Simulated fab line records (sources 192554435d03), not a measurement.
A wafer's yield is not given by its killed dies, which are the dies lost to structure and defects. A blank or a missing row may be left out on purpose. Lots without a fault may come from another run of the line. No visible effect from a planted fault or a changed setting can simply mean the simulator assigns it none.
Matching of chambers / flow n5_finfet / N5_BEOL_M7_STRIP_67 on rie_diel-02 has 4 sister chambers
The step strips in CF4. 4 wafers are shown with their chamber, then 7 later ones without.

EACH WAFER AND ITS CHAMBER
wafer=L075.6; chamber=3; drypump_motor_current_A (A)=5.9
wafer=L089.1; chamber=2; drypump_motor_current_A (A)=5.1
wafer=L087.2; chamber=1; drypump_motor_current_A (A)=6.3
wafer=L087.4; chamber=0; drypump_motor_current_A (A)=5.3

WAFERS MISSING THEIR CHAMBER
wafer=L087.6; drypump_motor_current_A (A)=5.9
wafer=L090.2; drypump_motor_current_A (A)=5.3
wafer=L090.3; drypump_motor_current_A (A)=5.0
wafer=L090.4; drypump_motor_current_A (A)=5.2
wafer=L097.2; drypump_motor_current_A (A)=6.2
wafer=L097.3; drypump_motor_current_A (A)=5.3
wafer=L097.5; drypump_motor_current_A (A)=5.9

EACH ONE'S CHAMBER
wafer=L087.6; from the rows above=3; in truth=3
wafer=L090.2; from the rows above=0; in truth=0
wafer=L090.3; from the rows above=2; in truth=2
wafer=L090.4; from the rows above=can't be placed: 0 or 2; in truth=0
wafer=L097.2; from the rows above=1; in truth=1
wafer=L097.3; from the rows above=0; in truth=0
wafer=L097.5; from the rows above=3; in truth=3
Correct placement for 6 of the 7. From these rows, 1 cannot be placed; in 1 the true chamber is one of the candidates. Wrongly placed: 0.
How it was worked out, from the rows above alone: a wafer's distance from a chamber is the root of the sum, over the readings, of the square of ((its reading less the chamber's mean) divided by the reading's scatter). If the next closest chamber is less than 2 further off than the closest, the wafer can't be placed; otherwise it belongs to the closest. Each chamber's mean is taken over the wafers shown for it. The scatter: with one shown wafer a chamber, the root of the mean of the squares of how far each hidden wafer lies from its nearest shown one.
